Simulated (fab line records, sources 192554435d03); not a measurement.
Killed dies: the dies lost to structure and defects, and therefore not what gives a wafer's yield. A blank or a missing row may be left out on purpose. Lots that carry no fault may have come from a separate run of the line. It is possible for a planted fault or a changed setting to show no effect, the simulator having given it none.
Which tool is to blame? :: flow n5Finfet :: 10 lots with 29 wafers sampled at 3 steps, on a route of 1938 steps

WHAT THE GAUGES READ, wafer by wafer
N5_BEOL_M15_THK_MEAS_50: measures by xrf.
lot: L231
measured: day 11 14:26
on: filmMetro-01
M15_THK (nm): 849 849 852

lot: L229
measured: day 12 04:11
on: filmMetro-01
M15_THK (nm): 862 860 866

lot: L232
measured: day 13 00:44
on: filmMetro-01
M15_THK (nm): 819 851 827

lot: L237
measured: day 13 20:31
on: filmMetro-02
M15_THK (nm): 846 855 855

lot: L239
measured: day 14 06:26
on: filmMetro-02
M15_THK (nm): 1459 850 855

lot: L244
measured: day 15 02:49
on: filmMetro-01
M15_THK (nm): 859 857 1444

lot: L245
measured: day 15 08:10
on: filmMetro-01
M15_THK (nm): 819 836 817

lot: L246
measured: day 15 12:25
on: filmMetro-01
M15_THK (nm): 857 897 898

lot: L250
measured: day 16 20:52
on: filmMetro-01
M15_THK (nm): 885 884 892

lot: L252
measured: day 17 03:35
on: filmMetro-01
M15_THK (nm): 806 828

EACH LOT AND THE TOOL THAT RAN IT (in order: tool; ch and the chambers of the sampled wafers; start)
lot: L231
N5_BEOL_M15_ILD_DEP_00: pecvd-04 ch 0,2, day 11 08:12
N5_BEOL_M15_TRENCH_ETCH_34: rieDiel-01 ch 0,1, day 11 10:47

lot: L229
N5_BEOL_M15_ILD_DEP_00: pecvd-01 ch 0,1,2, day 11 18:19
N5_BEOL_M15_TRENCH_ETCH_34: rieDiel-01 ch 0,2, day 11 20:39

lot: L232
N5_BEOL_M15_ILD_DEP_00: pecvd-02 ch 0,1,2, day 12 19:34
N5_BEOL_M15_TRENCH_ETCH_34: rieDiel-03 ch 0,2,3, day 12 22:01

lot: L237
N5_BEOL_M15_ILD_DEP_00: pecvd-02 ch 0,1,2, day 13 15:55
N5_BEOL_M15_TRENCH_ETCH_34: rieDiel-01 ch 0,1,2, day 13 18:26

lot: L239
N5_BEOL_M15_ILD_DEP_00: pecvd-02 ch 0,2, day 14 00:22
N5_BEOL_M15_TRENCH_ETCH_34: rieDiel-01 ch 0,1, day 14 02:41

lot: L244
N5_BEOL_M15_ILD_DEP_00: pecvd-01 ch 0,1,2, day 14 21:28
N5_BEOL_M15_TRENCH_ETCH_34: rieDiel-01 ch 0,3, day 14 23:40

lot: L245
N5_BEOL_M15_ILD_DEP_00: pecvd-01 ch 0,2, day 15 01:08
N5_BEOL_M15_TRENCH_ETCH_34: rieDiel-03 ch 0,1,3, day 15 03:41

lot: L246
N5_BEOL_M15_ILD_DEP_00: pecvd-04 ch 0,2, day 15 08:02
N5_BEOL_M15_TRENCH_ETCH_34: rieDiel-02 ch 0,2, day 15 10:34

lot: L250
N5_BEOL_M15_ILD_DEP_00: pecvd-02 ch 0,1,2, day 16 11:59
N5_BEOL_M15_TRENCH_ETCH_34: rieDiel-02 ch 0,3, day 16 14:35

lot: L252
N5_BEOL_M15_ILD_DEP_00: pecvd-02 ch 0,1, day 16 22:41
N5_BEOL_M15_TRENCH_ETCH_34: rieDiel-03 ch 1,2, day 17 01:10
- N5_BEOL_M15_ILD_DEP_00: deposits SiO2 from TEOS/O2, target thk 1629.3 nm, time 346.1 s.
- N5_BEOL_M15_TRENCH_ETCH_34: etches SiO2 in C4F8/O2/Ar, target depth 872.93 nm, time 199 s.

THE ANSWER, worked out from the rows above alone
Rule: what is usual is taken from the lots themselves. Put in order of their means at a reading, lots are off if they are a third of the lots or fewer, leave a main group of 4 or more, and stand apart from it by a gap of 3 or more times the standard deviation of the main group's means; of several such gaps the widest counts. A main group whose means are all the same, to the digits that the tables above print for the reading, isn't used. A lot without any number at a reading at which 4 lots or more have one is off too. Any other lot the step has rows for is counted as sound.
Off: L239, L244, at N5_BEOL_M15_THK_MEAS_50 (M15_THK). The main group has a mean of 851 nm with a standard deviation of 24.
A tool fits if, at a process step before that reading, it ran every lot that is off, and no sound lot after the first of them. The gauges at N5_BEOL_M15_THK_MEAS_50 are tried like those tools. One fits: rieDiel-01 at N5_BEOL_M15_TRENCH_ETCH_34. A fault onset in the window from L237 (day 13 18:26, its last sound lot) to L239 (day 14 02:41, its first lot off) fits.

WHAT THE SIMULATOR PUT IN
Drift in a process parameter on rieDiel-01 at N5_BEOL_M15_TRENCH_ETCH_34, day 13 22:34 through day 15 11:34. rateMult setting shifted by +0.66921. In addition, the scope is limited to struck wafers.
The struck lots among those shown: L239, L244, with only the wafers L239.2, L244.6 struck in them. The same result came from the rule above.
